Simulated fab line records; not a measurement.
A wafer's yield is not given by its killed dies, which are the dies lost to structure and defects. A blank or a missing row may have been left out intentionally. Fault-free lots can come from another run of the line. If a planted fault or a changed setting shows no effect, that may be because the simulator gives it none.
fab line records    flow nand-harc
[record] lots = 13  wafers = 39  last-day = 33
route steps=1302 shown A_CHANNEL_HOLE_D2@607 A_CHANNEL_FILL_D2@615 END@1302
lots with no fault: from the same line, run without faults
start-h: hours from the record's opening day to when the first of the lot's shown wafers began    wait-h: hours since the lot's step before    " same as the row above    L1.1+2: a single row standing in for several wafers    - no value present, or no start provided    * or withheld: withheld    < > ~ a bound
route shown NAME@n: names a module that has steps shown in the file, with the first one's number in the route    usual: mean/standard deviation of fault-free wafers    same: alike in all rows    chamber/n: place in a boat    sites: per-site readings    _std_site: the values' standard deviation    _edge_site: inner sites' mean taken away from outer sites' mean    radius-mm: how far each site lies from the wafer's centre    mask NAME#n: copy n    behind: tool/chamber where the wafer was last shaped    hold: what put the lot on hold/how long, in hours/how the hold closed    device: the transistor (n, p or np) that didn't switch    end of line: at the end of the route, the tests of the same wafers    where a step has no rows: the recipe by itself    killed: the dies lost at the first sort to structure and to defects; this is not the yield of the wafer    map: a wafer's dies, marking killed ones x, the rest . and places with no die _
set.NAME: the setting that was run; set.NAME@STEP: the one run at that earlier step    model.NAME: the simulator's own value behind a step, which no gauge read
a sample of lots followed through the steps of the route, with each step as a table and each wafer as a row
services: from which hour (start-h, from the record's first day; less than 0 if before it) a tool's chamber was out of use, for how many hours, and why
[[steps]]
[step NHARC_A_CHANNEL_HOLE_D2_CD_MEAS_31]
[usual] cd-nm = 90.2/1.6
lot.wafer  tool       chamber  start-h  wait-h  cd-nm
L922.2     cd-sem-02  -        305.07   -       88.7
L922.3     "          -        "        "       90.3
L922.5     "          -        "        "       91.3
L923.1     cd-sem-03  -        313.01   -       87.9
L923.4     "          -        "        "       90.4
L923.6     "          -        "        "       89.2
L925.1     cd-sem-01  -        319.10   -       92.9
L925.2     "          -        "        "       89.7
L925.5     "          -        "        "       90.6
L924.2     cd-sem-03  -        321.36   -       89.7
L924.4     "          -        "        "       95.6
L924.5     "          -        "        "       91.1
L926.2     cd-sem-01  -        346.84   -       87.7
L926.5     "          -        "        "       89.1
L926.6     "          -        "        "       86.8
L932.1     cd-sem-02  -        403.69   -       90.1
L932.3     "          -        "        "       89.9
L932.6     "          -        "        "       88.6
L935.1     cd-sem-01  -        425.34   -       90.6
L935.2     "          -        "        "       91.7
L935.6     "          -        "        "       91.9
L937.1     cd-sem-02  -        435.47   -       91.4
L937.2     "          -        "        "       89.6
L937.5     "          -        "        "       91.7
L938.1     cd-sem-02  -        457.67   -       90.8
L938.3     "          -        "        "       91.0
L938.4     "          -        "        "       92.4
L942.1     cd-sem-03  -        494.00   -       92.3
L942.4     "          -        "        "       90.6
L942.5     "          -        "        "       92.4
L943.1     cd-sem-03  -        517.22   -       91.4
L943.4     "          -        "        "       89.3
L943.5     "          -        "        "       88.4
L944.1     cd-sem-02  -        517.75   -       92.3
L944.5     "          -        "        "       90.7
L944.6     "          -        "        "       90.5
L945.1     cd-sem-02  -        527.93   -       90.7
L945.3     "          -        "        "       88.9
L945.4     "          -        "        "       89.8
[step NHARC_A_CHANNEL_HOLE_D2_INSPECT_40]
[usual] raw-defect-count = 294/70
lot.wafer  tool               chamber  start-h  wait-h  raw-defect-count
L922.2     defect-inspect-01  -        305.25   -       466
L922.3     "                  -        "        "       359
L922.5     "                  -        "        "       298
L923.1     defect-inspect-02  -        313.20   -       396
L923.4     "                  -        "        "       252
L923.6     "                  -        "        "       400
L925.1     defect-inspect-02  -        319.28   -       255
L925.2     "                  -        "        "       196
L925.5     "                  -        "        "       327
L924.2     defect-inspect-02  -        321.55   -       327
L924.4     "                  -        "        "       278
L924.5     "                  -        "        "       281
L926.2     defect-inspect-01  -        347.02   -       260
L926.5     "                  -        "        "       366
L926.6     "                  -        "        "       299
L932.1     defect-inspect-02  -        403.88   -       344
L932.3     "                  -        "        "       299
L932.6     "                  -        "        "       271
L935.1     defect-inspect-01  -        425.53   -       233
L935.2     "                  -        "        "       183
L935.6     "                  -        "        "       245
L937.1     defect-inspect-01  -        435.68   -       245
L937.2     "                  -        "        "       251
L937.5     "                  -        "        "       265
L938.1     defect-inspect-01  -        457.87   -       234
L938.3     "                  -        "        "       286
L938.4     "                  -        "        "       274
L942.1     defect-inspect-02  -        494.19   -       355
L942.4     "                  -        "        "       344
L942.5     "                  -        "        "       322
L943.1     defect-inspect-02  -        517.41   -       309
L943.4     "                  -        "        "       219
L943.5     "                  -        "        "       409
L944.1     defect-inspect-01  -        517.95   -       330
L944.5     "                  -        "        "       278
L944.6     "                  -        "        "       317
L945.1     defect-inspect-01  -        528.12   -       307
L945.3     "                  -        "        "       294
L945.4     "                  -        "        "       283
[step NHARC_A_CHANNEL_FILL_D2_ALD_15]
[recipe] target-thk-a = 20  pulse-time-s = 60  ald-cycles = 19  temp-c = 630  pressure-torr = 2  material = SiNx
[usual] precursor-pulse-height-rel = 0.998/0.021  susceptor-temp-C = 629.95/0.28
[same] ald-cycles = 19
lot.wafer  tool              chamber  start-h  wait-h  precursor-pulse-height-rel  susceptor-temp-C
L922.2     ald-sin-batch-01  0        315.67   -       0.977                       630.02
L922.3     "                 0        "        "       0.979                       629.87
L922.5     "                 0        "        "       1.021                       630.06
L923.1     ald-sin-batch-02  0        323.57   -       1.016                       629.64
L923.4     "                 0        "        "       0.995                       630.13
L923.6     "                 0        "        "       0.980                       630.24
L924.2     ald-sin-batch-02  0        329.91   -       0.998                       630.30
L924.4     "                 0        "        "       1.017                       629.68
L924.5     "                 0        "        "       1.017                       629.98
L925.1     ald-sin-batch-02  0        329.91   -       0.982                       630.24
L925.2     "                 0        "        "       1.017                       630.10
L925.5     "                 0        "        "       0.979                       629.92
L926.2     ald-sin-batch-01  0        357.30   -       1.046                       -
L926.5     "                 0        "        "       1.019                       -
L926.6     "                 0        "        "       1.012                       -
L932.1     ald-sin-batch-03  0        414.58   -       0.974                       -
L932.3     "                 0        "        "       1.000                       -
L932.6     "                 0        "        "       1.008                       -
L935.1     ald-sin-batch-02  0        436.30   -       0.994                       643.32
L935.2     "                 0        "        "       1.047                       643.34
L935.6     "                 0        "        "       0.998                       643.18
L937.1     ald-sin-batch-01  0        446.01   -       0.990                       630.54
L937.2     "                 0        "        "       1.011                       630.21
L937.5     "                 0        "        "       0.992                       630.11
L938.1     ald-sin-batch-03  0        468.16   -       0.979                       -
L938.3     "                 0        "        "       0.987                       -
L938.4     "                 0        "        "       0.967                       -
L942.1     ald-sin-batch-03  0        504.54   -       1.008                       -
L942.4     "                 0        "        "       1.006                       -
L942.5     "                 0        "        "       1.005                       -
L943.1     ald-sin-batch-03  0        529.49   -       1.002                       -
L943.4     "                 0        "        "       0.999                       -
L943.5     "                 0        "        "       1.017                       -
L944.1     ald-sin-batch-03  0        529.49   -       0.999                       -
L944.5     "                 0        "        "       0.992                       -
L944.6     "                 0        "        "       1.019                       -
L945.1     ald-sin-batch-03  0        538.44   -       0.961                       629.97
L945.3     "                 0        "        "       1.028                       629.93
L945.4     "                 0        "        "       0.978                       629.82
[step NHARC_A_CHANNEL_FILL_D2_ETCHBACK_20]
[recipe] target-depth-a = 270  time-s = 13.5  c4f8-flow-sccm = withheld  o2-flow-sccm = 8  ar-flow-sccm = withheld  rf-w = 600  bias-w = 1500  chemistry = C4F8/O2/Ar
[usual] oes-product-au = 0.993/0.02  rf-fwd-power-W = 585.7/2.2  rf-vpp-V = 977/4.9
lot.wafer  tool         chamber  start-h  wait-h  oes-product-au  rf-fwd-power-W  rf-hours-counter-h  rf-vpp-V
L922.2     rie-diel-02  1        331.79   -       0.963           583.9           3.3                 972
L922.3     "            2        "        "       0.947           586.8           3.0                 981
L922.5     "            0        "        "       0.984           586.6           -                   983
L923.1     rie-diel-02  3        337.81   -       1.010           584.1           3.4                 978
L923.4     "            0        "        "       1.004           584.3           3.5                 983
L923.6     "            2        "        "       0.998           585.2           -                   982
L925.2     rie-diel-01  2        343.44   -       0.993           591.0           4.1                 970
L925.1     "            3        "        "       0.979           582.9           3.9                 980
L925.5     "            0        "        "       0.921           588.7           -                   972
L924.2     rie-diel-02  2        343.44   -       0.984           587.6           3.7                 983
L924.4     "            3        "        "       1.001           585.8           3.4                 979
L924.5     "            0        "        "       1.016           584.5           -                   984
L926.2     rie-diel-04  0        372.56   -       1.007           589.5           1.5                 985
L926.6     "            1        "        "       0.989           583.6           -                   980
L926.5     "            2        "        "       1.018           584.0           -                   983
L932.1     rie-diel-02  0        426.54   -       1.031           583.4           0.9                 982
L932.3     "            3        "        "       1.016           585.9           0.9                 979
L932.6     "            0        "        "       1.023           585.3           -                   982
L935.2     rie-diel-02  0        454.66   -       0.940           584.4           1.5                 983
L935.1     "            2        "        "       0.922           584.0           1.8                 983
L935.6     "            0        "        "       0.933           583.2           -                   984
L937.2     rie-diel-02  0        459.62   -       0.987           585.7           1.6                 982
L937.1     "            1        "        "       0.972           588.4           1.8                 973
L937.5     "            0        "        "       0.986           582.2           -                   983
L938.1     rie-diel-01  0        483.36   -       1.002           584.9           2.8                 971
L938.4     "            1        "        "       0.997           583.8           2.8                 974
L938.3     "            2        "        "       1.005           589.5           2.0                 969
L942.4     rie-diel-02  2        518.54   -       0.994           587.3           3.0                 983
L942.1     "            1        "        "       1.012           585.4           3.2                 973
L942.5     "            3        "        "       1.004           585.0           -                   979
L943.4     rie-diel-01  2        543.59   -       0.997           585.4           4.0                 971
L943.1     "            3        "        "       0.992           587.3           4.6                 979
L943.5     "            0        "        "       0.991           586.3           -                   971
L944.1     rie-diel-02  0        543.60   -       0.992           586.3           3.7                 982
L944.5     "            1        "        "       1.000           585.2           -                   976
L944.6     "            0        "        "       0.995           582.1           -                   982
L945.1     rie-diel-01  0        553.79   -       1.002           583.8           4.7                 971
L945.4     "            1        "        "       0.994           588.1           4.7                 974
L945.3     "            2        "        "       1.009           588.5           4.1                 971
[step NHARC_END_SORT_01]
[recipe] temp-c = 25
[usual] killed-at-array = 58/17  killed-at-other = 1.0/1.4  killed-at-periphery = 3.6/2.4  killed-dies = 62/17  killed-open = 3.4/2  killed-short = 2.2/1.6
[same] gross-dies = 677
lot.wafer  tool       chamber  start-h  wait-h  killed-at-array  killed-at-other  killed-at-periphery  killed-dies  killed-open  killed-short
L923.1     prober-01  0        572.82   2.5     50               0                4                    54           1            3
L923.4     prober-01  0        575.23   3.4     53               0                2                    55           2            4
L923.6     prober-01  0        576.83   4.0     51               0                2                    53           1            1
L925.1     prober-02  0        572.88   2.5     62               3                3                    68           2            2
L925.2     prober-02  0        573.68   2.8     73               2                3                    78           2            1
L925.5     prober-02  0        576.10   3.7     66               0                1                    67           0            2
L922.2     prober-01  0        581.43   2.8     62               1                2                    65           5            3
L922.3     prober-01  0        582.23   3.1     54               7                2                    63           0            4
L922.5     prober-01  0        583.84   3.7     85               5                2                    92           3            4
L924.2     prober-02  0        584.50   2.8     69               0                8                    77           1            4
L924.4     prober-02  0        586.08   3.4     63               1                3                    67           0            2
L924.5     prober-02  0        586.88   3.7     63               0                0                    63           3            0
L926.2     prober-01  0        599.78   2.8     68               0                3                    71           2            3
L926.5     prober-01  0        602.17   3.7     58               2                2                    62           4            1
L926.6     prober-01  0        602.96   4.0     70               0                0                    70           2            0
L932.1     prober-01  0        657.38   2.5     48               1                4                    53           1            3
L932.3     prober-01  0        658.95   3.1     60               1                4                    65           4            3
L932.6     prober-01  0        661.30   3.9     56               0                3                    59           5            3
L935.1     prober-02  0        690.00   2.5     25               0                3                    28           6            3
L935.2     prober-02  0        690.79   2.8     20               0                2                    22           1            3
L935.6     prober-02  0        693.91   3.9     26               0                4                    30           6            2
L938.1     prober-02  0        709.60   2.5     23               0                3                    26           1            1
L938.3     prober-02  0        711.22   3.1     22               0                6                    28           2            3
L938.4     prober-02  0        712.03   3.4     18               2                8                    28           5            4
L937.1     prober-01  0        709.62   2.5     72               1                4                    77           7            3
L937.2     prober-01  0        710.41   2.8     68               0                5                    73           4            2
L937.5     prober-01  0        712.79   3.7     57               1                2                    60           2            2
L942.1     prober-02  0        755.52   2.5     67               2                10                   79           4            4
L942.4     prober-02  0        757.93   3.4     69               1                2                    72           1            3
L942.5     prober-02  0        758.73   3.7     57               0                0                    57           3            2
L943.1     prober-01  0        775.78   2.5     38               3                3                    44           3            1
L943.4     prober-01  0        778.16   3.4     38               5                5                    48           6            1
L943.5     prober-01  0        778.95   3.7     43               4                1                    48           2            0
L944.1     prober-02  0        777.36   2.5     58               1                3                    62           4            5
L944.5     prober-02  0        780.53   3.7     61               0                0                    61           7            0
L944.6     prober-02  0        781.32   4.0     55               1                3                    59           4            1
L945.1     prober-02  0        792.28   2.6     72               0                5                    77           5            5
L945.3     prober-02  0        793.90   3.1     79               0                2                    81           2            2
L945.4     prober-02  0        794.70   3.4     77               0                2                    79           4            4
// killed by level:class
L923.1 A_CHANNEL_HOLE_D1:chamber-film-flake=31 A_CHANNEL_HOLE_D2:chamber-film-flake=9 P_GATE:chamber-film-flake=3 A_ONON_D2:geometric-particle:short=2 A_SLIT:chamber-film-flake=2 A_WL_FILL:chamber-film-flake=2 A_CHANNEL_FILL_D1:geometric-particle:short=1 A_SGD_CUT:geometric-particle:open=1
L925.1 A_CHANNEL_HOLE_D2:chamber-film-flake=25 A_SLIT:chamber-film-flake=25 A_CONTACT:chamber-film-flake=3 THIN_TSV:chamber-film-flake=3 A_ONON_D2:geometric-particle:short=2 P_M2:chamber-film-flake=2 A_CHANNEL_HOLE_D1:chamber-film-flake=2 A_BLC:chamber-film-flake=2
L925.2 A_CHANNEL_HOLE_D2:chamber-film-flake=35 A_SLIT:chamber-film-flake=27 A_BLC:chamber-film-flake=4 A_WL_FILL:chamber-film-flake=3 P_M2:chamber-film-flake=2 A_CONTACT:chamber-film-flake=2 THIN_TSV:chamber-film-flake=2 P_M0:geometric-particle:open=1
L923.4 A_CHANNEL_HOLE_D1:chamber-film-flake=26 A_SLIT:chamber-film-flake=8 A_CHANNEL_HOLE_D2:chamber-film-flake=6 A_WL_FILL:chamber-film-flake=3 A_STAIRCASE:chamber-film-flake=2 A_ONON_D1:geometric-particle:short=1 A_CHANNEL_FILL_D1:geometric-particle:short=1 A_ONON_D2:geometric-particle:short=1
L925.5 A_CHANNEL_HOLE_D2:chamber-film-flake=35 A_SLIT:chamber-film-flake=20 A_STAIRCASE:chamber-film-flake=3 A_CHANNEL_HOLE_D1:chamber-film-flake=2 A_CHANNEL_FILL_D1:chamber-film-flake=2 A_WL_FILL:chamber-film-flake=2 P_STI:geometric-particle:short=1 A_SOURCE_PLATE:geometric-particle:short=1
L923.6 A_CHANNEL_HOLE_D1:chamber-film-flake=26 A_CHANNEL_HOLE_D2:chamber-film-flake=14 A_SLIT:chamber-film-flake=4 A_STAIRCASE:chamber-film-flake=2 A_SGD_CUT:chamber-film-flake=2 A_CONTACT:chamber-film-flake=2 P_M0:geometric-particle:open=1 A_ONON_D1:geometric-particle:short=1
L922.2 A_CHANNEL_HOLE_D1:chamber-film-flake=27 A_SLIT:chamber-film-flake=19 A_CONTACT:chamber-film-flake=5 A_CHANNEL_HOLE_D2:chamber-film-flake=4 A_CHANNEL_FILL_D2:geometric-particle:open=2 P_GATE:geometric-particle:open=1 P_M2:geometric-particle:open=1 A_DECK1_JOINT:geometric-particle:short=1
L922.3 A_CHANNEL_HOLE_D1:chamber-film-flake=20 A_SLIT:chamber-film-flake=20 A_CONTACT:chamber-film-flake=7 THIN_TSV:chamber-film-flake=7 A_CHANNEL_HOLE_D2:chamber-film-flake=3 A_STAIRCASE:chamber-film-flake=2 P_GATE:geometric-particle:short=1 P_M1:geometric-particle:short=1
L922.5 A_CHANNEL_HOLE_D1:chamber-film-flake=32 A_SLIT:chamber-film-flake=28 A_CONTACT:chamber-film-flake=9 A_CHANNEL_HOLE_D2:chamber-film-flake=7 THIN_TSV:chamber-film-flake=5 A_DECK1_JOINT:geometric-particle:short=2 P_M0:geometric-particle:open=1 A_CHANNEL_FILL_D1:geometric-particle:open=1
L924.2 A_CHANNEL_HOLE_D1:chamber-film-flake=32 A_SLIT:chamber-film-flake=22 A_CHANNEL_HOLE_D2:chamber-film-flake=7 P_M2:chamber-film-flake=4 A_CONTACT:chamber-film-flake=3 P_GATE:geometric-particle:short=2 A_CHANNEL_FILL_D1:geometric-particle:short=2 A_DECK1_JOINT:geometric-particle:open=1
L924.4 A_CHANNEL_HOLE_D1:chamber-film-flake=31 A_SLIT:chamber-film-flake=20 A_CHANNEL_HOLE_D2:chamber-film-flake=8 A_CONTACT:chamber-film-flake=2 P_M1:geometric-particle:short=1 STARTING-WAFER:geometric-particle:short=1 P_GATE:chamber-film-flake=1 P_M2:chamber-film-flake=1
L924.5 A_CHANNEL_HOLE_D1:chamber-film-flake=24 A_SLIT:chamber-film-flake=24 A_CHANNEL_HOLE_D2:chamber-film-flake=8 A_CONTACT:chamber-film-flake=3 A_WL_FILL:geometric-particle:open=2 A_SLIT:geometric-particle:open=1 A_STAIRCASE:chamber-film-flake=1
L926.2 A_CHANNEL_HOLE_D2:chamber-film-flake=34 A_CHANNEL_HOLE_D1:chamber-film-flake=24 A_CHANNEL_FILL_D1:geometric-particle:short=2 A_CHANNEL_FILL_D2:geometric-particle:open=2 P_GATE:chamber-film-flake=2 A_CONTACT:chamber-film-flake=2 A_WL_FILL:geometric-particle:short=1 P_ZERO_WELL:chamber-film-flake=1
L926.5 A_CHANNEL_HOLE_D2:chamber-film-flake=25 A_CHANNEL_HOLE_D1:chamber-film-flake=18 A_CONTACT:chamber-film-flake=5 A_CHANNEL_FILL_D1:geometric-particle:open=2 A_CHANNEL_FILL_D2:geometric-particle:open=2 P_GATE:chamber-film-flake=2 A_ZERO_WELL:chamber-film-flake=2 A_STAIRCASE:chamber-film-flake=2
L926.6 A_CHANNEL_HOLE_D2:chamber-film-flake=31 A_CHANNEL_HOLE_D1:chamber-film-flake=27 A_STAIRCASE:chamber-film-flake=5 A_CONTACT:chamber-film-flake=3 A_CHANNEL_HOLE_D2:geometric-particle:open=1 A_CONTACT:geometric-particle:open=1 A_CHANNEL_FILL_D1:chamber-film-flake=1 A_CHANNEL_FILL_D2:chamber-film-flake=1
L932.1 A_SLIT:chamber-film-flake=27 A_CHANNEL_HOLE_D1:chamber-film-flake=7 A_CONTACT:chamber-film-flake=5 P_CONTACT:chamber-film-flake=2 A_STAIRCASE:chamber-film-flake=2 A_ONON_D1:geometric-particle:open=1 A_ONON_D2:geometric-particle:short=1 A_CHANNEL_FILL_D2:geometric-particle:short=1
L932.3 A_SLIT:chamber-film-flake=39 A_ZERO_WELL:chamber-film-flake=5 P_CONTACT:chamber-film-flake=3 A_CHANNEL_HOLE_D1:chamber-film-flake=3 A_STAIRCASE:chamber-film-flake=3 A_CONTACT:chamber-film-flake=3 P_M0:geometric-particle:open=1 A_ONON_D1:geometric-particle:short=1
L932.6 A_SLIT:chamber-film-flake=32 A_CHANNEL_HOLE_D1:chamber-film-flake=6 A_CHANNEL_HOLE_D2:chamber-film-flake=3 A_STAIRCASE:chamber-film-flake=3 P_CONTACT:chamber-film-flake=2 A_DECK1_JOINT:chamber-film-flake=2 P_GATE:geometric-particle:open=1 A_ONON_D1:geometric-particle:short=1
L935.1 A_CHANNEL_HOLE_D1:chamber-film-flake=7 A_CONTACT:chamber-film-flake=3 A_CHANNEL_FILL_D1:geometric-particle:open=2 P_BONDPAD:chamber-film-flake=2 A_SLIT:chamber-film-flake=2 A_SOURCE_PLATE:geometric-particle:open=1 A_ONON_D1:geometric-particle:open=1 A_ONON_D1:geometric-particle:short=1
L935.2 A_CHANNEL_HOLE_D1:chamber-film-flake=10 A_CONTACT:chamber-film-flake=3 A_STAIRCASE:chamber-film-flake=2 A_SOURCE_PLATE:geometric-particle:short=1 A_DECK1_JOINT:geometric-particle:open=1 A_ONON_D2:geometric-particle:short=1 A_M0:geometric-particle:short=1 P_M0:chamber-film-flake=1
L935.6 A_CHANNEL_HOLE_D1:chamber-film-flake=9 A_CHANNEL_FILL_D1:geometric-particle:open=3 A_SLIT:chamber-film-flake=3 A_WL_FILL:geometric-particle:short=2 P_GATE:chamber-film-flake=2 A_STAIRCASE:chamber-film-flake=2 A_CONTACT:chamber-film-flake=2 P_M0:geometric-particle:open=1
L938.1 A_CHANNEL_HOLE_D1:chamber-film-flake=13 A_SLIT:chamber-film-flake=3 A_CONTACT:chamber-film-flake=3 P_GATE:chamber-film-flake=2 A_CHANNEL_FILL_D1:chamber-film-flake=2 P_M0:geometric-particle:short=1 A_WL_FILL:geometric-particle:open=1 A_CHANNEL_HOLE_D2:chamber-film-flake=1
L937.1 A_SLIT:chamber-film-flake=38 A_CHANNEL_HOLE_D1:chamber-film-flake=12 A_CHANNEL_HOLE_D2:chamber-film-flake=5 A_CONTACT:chamber-film-flake=4 A_CHANNEL_FILL_D1:chamber-film-flake=3 A_ONON_D1:geometric-particle:open=2 P_M0:chamber-film-flake=2 P_M0:geometric-particle:open=1
L937.2 A_SLIT:chamber-film-flake=35 A_CHANNEL_HOLE_D1:chamber-film-flake=15 A_CHANNEL_FILL_D1:chamber-film-flake=4 P_GATE:chamber-film-flake=3 A_CONTACT:chamber-film-flake=3 A_CHANNEL_FILL_D1:geometric-particle:short=2 A_CHANNEL_HOLE_D2:chamber-film-flake=2 A_CHANNEL_FILL_D2:chamber-film-flake=2
L938.3 A_CHANNEL_HOLE_D1:chamber-film-flake=12 A_SLIT:chamber-film-flake=3 A_CONTACT:chamber-film-flake=3 P_STI:chamber-film-flake=2 P_GATE:chamber-film-flake=2 P_M0:geometric-particle:short=1 A_ONON_D1:geometric-particle:short=1 A_CHANNEL_HOLE_D1:geometric-particle:open=1
L938.4 A_CHANNEL_HOLE_D1:chamber-film-flake=7 P_STI:chamber-film-flake=4 A_SLIT:chamber-film-flake=3 A_CHANNEL_HOLE_D1:geometric-particle:open=2 A_WL_FILL:geometric-particle:open=2 P_GATE:chamber-film-flake=2 A_ONON_D1:geometric-particle:short=1 A_CHANNEL_HOLE_D1:geometric-particle:short=1
L937.5 A_SLIT:chamber-film-flake=33 A_CHANNEL_HOLE_D1:chamber-film-flake=10 A_CHANNEL_HOLE_D2:chamber-film-flake=6 A_CONTACT:chamber-film-flake=4 P_CONTACT:geometric-particle:short=1 A_ONON_D1:geometric-particle:short=1 A_DECK1_JOINT:geometric-particle:open=1 P_M0:chamber-film-flake=1
L942.1 A_CHANNEL_HOLE_D2:chamber-film-flake=34 A_CHANNEL_HOLE_D1:chamber-film-flake=13 A_SLIT:chamber-film-flake=7 P_M2:chamber-film-flake=5 A_WL_FILL:chamber-film-flake=3 A_BONDPAD:chamber-film-flake=3 A_CONTACT:chamber-film-flake=2 THIN_TSV:chamber-film-flake=2
L942.4 A_CHANNEL_HOLE_D2:chamber-film-flake=34 A_CHANNEL_HOLE_D1:chamber-film-flake=17 A_SLIT:chamber-film-flake=5 A_CONTACT:chamber-film-flake=4 A_STAIRCASE:chamber-film-flake=3 P_M2:chamber-film-flake=2 A_SOURCE_PLATE:geometric-particle:short=1 A_DECK1_JOINT:geometric-particle:short=1
L942.5 A_CHANNEL_HOLE_D2:chamber-film-flake=26 A_CHANNEL_HOLE_D1:chamber-film-flake=9 A_SLIT:chamber-film-flake=5 A_BONDPAD:chamber-film-flake=4 A_CHANNEL_FILL_D1:chamber-film-flake=2 A_STAIRCASE:chamber-film-flake=2 A_SOURCE_PLATE:geometric-particle:open=1 A_ONON_D1:geometric-particle:open=1
L943.1 A_CHANNEL_HOLE_D1:chamber-film-flake=16 A_SLIT:chamber-film-flake=7 A_CHANNEL_FILL_D1:chamber-film-flake=5 A_CONTACT:chamber-film-flake=5 A_M0:chamber-film-flake=3 THIN_TSV:chamber-film-flake=3 P_STI:geometric-particle:open=1 P_GATE:geometric-particle:open=1
L944.1 A_SLIT:chamber-film-flake=30 A_CHANNEL_HOLE_D2:chamber-film-flake=14 A_CONTACT:chamber-film-flake=6 P_M0:geometric-particle:open=1 A_CHANNEL_HOLE_D1:geometric-particle:short=1 A_DECK1_JOINT:geometric-particle:short=1 A_CHANNEL_FILL_D2:geometric-particle:short=1 A_WL_FILL:geometric-particle:open=1
L943.4 A_CHANNEL_HOLE_D1:chamber-film-flake=17 A_CONTACT:chamber-film-flake=10 THIN_TSV:chamber-film-flake=5 A_CHANNEL_FILL_D1:chamber-film-flake=3 A_SLIT:chamber-film-flake=3 P_GATE:geometric-particle:open=1 P_CONTACT:geometric-particle:open=1 P_M0:geometric-particle:open=1
L943.5 A_CHANNEL_HOLE_D1:chamber-film-flake=18 A_SLIT:chamber-film-flake=9 A_CONTACT:chamber-film-flake=7 THIN_TSV:chamber-film-flake=4 A_STAIRCASE:chamber-film-flake=3 A_M0:chamber-film-flake=2 P_CONTACT:geometric-particle:open=1 A_SOURCE_PLATE:geometric-particle:open=1
L944.5 A_CHANNEL_HOLE_D2:chamber-film-flake=26 A_SLIT:chamber-film-flake=21 A_CONTACT:chamber-film-flake=3 A_M1:geometric-particle:open=3 A_STAIRCASE:chamber-film-flake=3 A_CHANNEL_FILL_D1:geometric-particle:open=1 A_DECK1_JOINT:geometric-particle:open=1 A_ONON_D2:geometric-particle:open=1
L944.6 A_CHANNEL_HOLE_D2:chamber-film-flake=27 A_SLIT:chamber-film-flake=16 A_STAIRCASE:chamber-film-flake=7 A_ONON_D2:geometric-particle:open=2 P_GATE:chamber-film-flake=2 A_CONTACT:chamber-film-flake=2 P_BONDPAD:geometric-particle:open=1 A_WL_FILL:geometric-particle:open=1
L945.1 A_SLIT:chamber-film-flake=35 A_CHANNEL_HOLE_D1:chamber-film-flake=9 A_CONTACT:chamber-film-flake=9 A_CHANNEL_HOLE_D2:chamber-film-flake=4 A_CHANNEL_FILL_D1:geometric-particle:short=3 P_M1:chamber-film-flake=2 A_STAIRCASE:chamber-film-flake=2 P_M2:geometric-particle:open=1
L945.3 A_SLIT:chamber-film-flake=30 A_CHANNEL_HOLE_D1:chamber-film-flake=22 A_CONTACT:chamber-film-flake=13 A_STAIRCASE:chamber-film-flake=3 P_M1:chamber-film-flake=2 A_DECK1_JOINT:chamber-film-flake=2 A_CHANNEL_HOLE_D2:geometric-particle:short=1 A_SGD_CUT:geometric-particle:short=1
L945.4 A_SLIT:chamber-film-flake=27 A_CHANNEL_HOLE_D1:chamber-film-flake=22 A_CONTACT:chamber-film-flake=12 A_CHANNEL_FILL_D2:geometric-particle:short=3 A_STAIRCASE:chamber-film-flake=3 A_ZERO_WELL:chamber-film-flake=2 P_M1:chamber-film-flake=2 A_CHANNEL_FILL_D1:geometric-particle:open=1
[[services]]
tool              chamber  start-h  hours  kind
rie-diel-02       0        299.20   -      clean
rie-diel-02       1        299.20   -      clean
rie-diel-02       2        299.20   -      clean
rie-diel-02       3        299.20   -      clean
rie-diel-04       2        303.18   4.8    repair
rie-diel-01       1        305.40   8.1    repair
rie-diel-02       2        317.76   6.8    repair
rie-diel-02       1        320.40   1.3    repair
rie-diel-04       1        330.91   5.1    repair
rie-diel-01       0        332.88   8.2    repair
rie-diel-04       -        354.90   9.0    pm
rie-diel-02       1        364.64   3.1    repair
rie-diel-02       2        366.43   28.6   repair
rie-diel-04       -        373.35   0.8    repair
rie-diel-01       -        380.84   9.0    pm
rie-diel-02       -        393.70   9.0    pm
rie-diel-02       0        423.82   1.6    repair
rie-diel-02       3        443.78   6.5    repair
rie-diel-01       2        462.89   6.8    repair
ald-sin-batch-01  -        506.80   26.0   pm
rie-diel-02       1        530.06   2.0    repair
rie-diel-04       -        531.90   9.0    pm
rie-diel-02       2        542.22   3.2    repair
rie-diel-04       2        545.41   3.6    repair
[[key]]
[first-sign] step = NHARC_A_CHANNEL_FILL_D2_ALD_15  reading = susceptor-temp-C  direction = up  sigmas = 47  usual = *  struck = *
effect none on later readings
met-at NHARC_A_CHANNEL_FILL_D2_ALD_15
struck-lots L935
tester-left-out L935
not-acting-at NHARC_A_CHANNEL_HOLE_D2_CD_MEAS_31,NHARC_A_CHANNEL_HOLE_D2_INSPECT_40,NHARC_A_CHANNEL_FILL_D2_ETCHBACK_20
onset-between 329.91 436.30
[fault] kind = process-parameter-drift  tool = ald-sin-batch-02  chamber = -  onset-h = 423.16  steps = NHARC_A_CHANNEL_FILL_D1_ALD_03,NHARC_A_CHANNEL_FILL_D1_ALD_15,NHARC_A_CHANNEL_FILL_D2_ALD_03,NHARC_A_CHANNEL_FILL_D2_ALD_15  channel = temp-c  offset = *  shape = step  end-h = 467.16  stated = *
// tester-left-out: of these lots the tester's yield and bins aren't shown, on N5 and GAA mostly nor the transistor test; their killed dies are dies lost to structure and defects alone, not to doping, threshold or leakage, so they don't give the yield
